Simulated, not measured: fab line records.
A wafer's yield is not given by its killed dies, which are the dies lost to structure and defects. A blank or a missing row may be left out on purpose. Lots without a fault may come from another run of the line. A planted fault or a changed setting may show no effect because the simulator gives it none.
Chamber matching + flow n5_finfet + N5_FIN_SAQP_SPACER2_ALD_28 on ald_sin-03: 4 sister chambers
The step deposits SiO2, target thk 8.1 nm, pulse time 1 s, purge time 2 s. 4 wafers are shown with their chamber, then 8 later ones without.

WAFERS, EACH WITH ITS CHAMBER
| wafer  | chamber | heater_power_w (W) |
|--------|---------|--------------------|
| L086.1 | 0       | 513                |
| L086.4 | 3       | 469                |
| L086.5 | 1       | 425                |
| L087.3 | 2       | 505                |

WAFERS WITHOUT THEIR CHAMBER
| wafer  | heater_power_w (W) |
|--------|--------------------|
| L087.4 | 469                |
| L087.6 | 515                |
| L089.1 | 474                |
| L089.2 | 429                |
| L089.4 | 498                |
| L096.1 | 434                |
| L096.2 | 474                |
| L096.5 | 475                |

EACH ONE'S CHAMBER
| wafer  | from the rows above     | in truth |
|--------|-------------------------|----------|
| L087.4 | 3                       | 3        |
| L087.6 | can't be placed: 0 or 2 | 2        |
| L089.1 | 3                       | 3        |
| L089.2 | 1                       | 1        |
| L089.4 | can't be placed: 2 or 0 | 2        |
| L096.1 | 1                       | 1        |
| L096.2 | 3                       | 3        |
| L096.5 | 3                       | 3        |
Correct placement for 6 of the 8. These rows do not allow placing 2 (true chamber among the candidates in 2). Number placed wrongly: 0.
How it was worked out, from the rows above alone: a wafer's distance from a chamber is the root of the sum, over the readings, of the square of ((its reading less the chamber's mean) divided by the reading's scatter). The wafer belongs to the nearest chamber; if the next one is less than 2 further off, it can't be placed. A chamber's mean is the mean of its shown wafers. The scatter (one wafer shown for each chamber): square how far every hidden wafer sits from the nearest shown wafer, average those squares and take the square root.
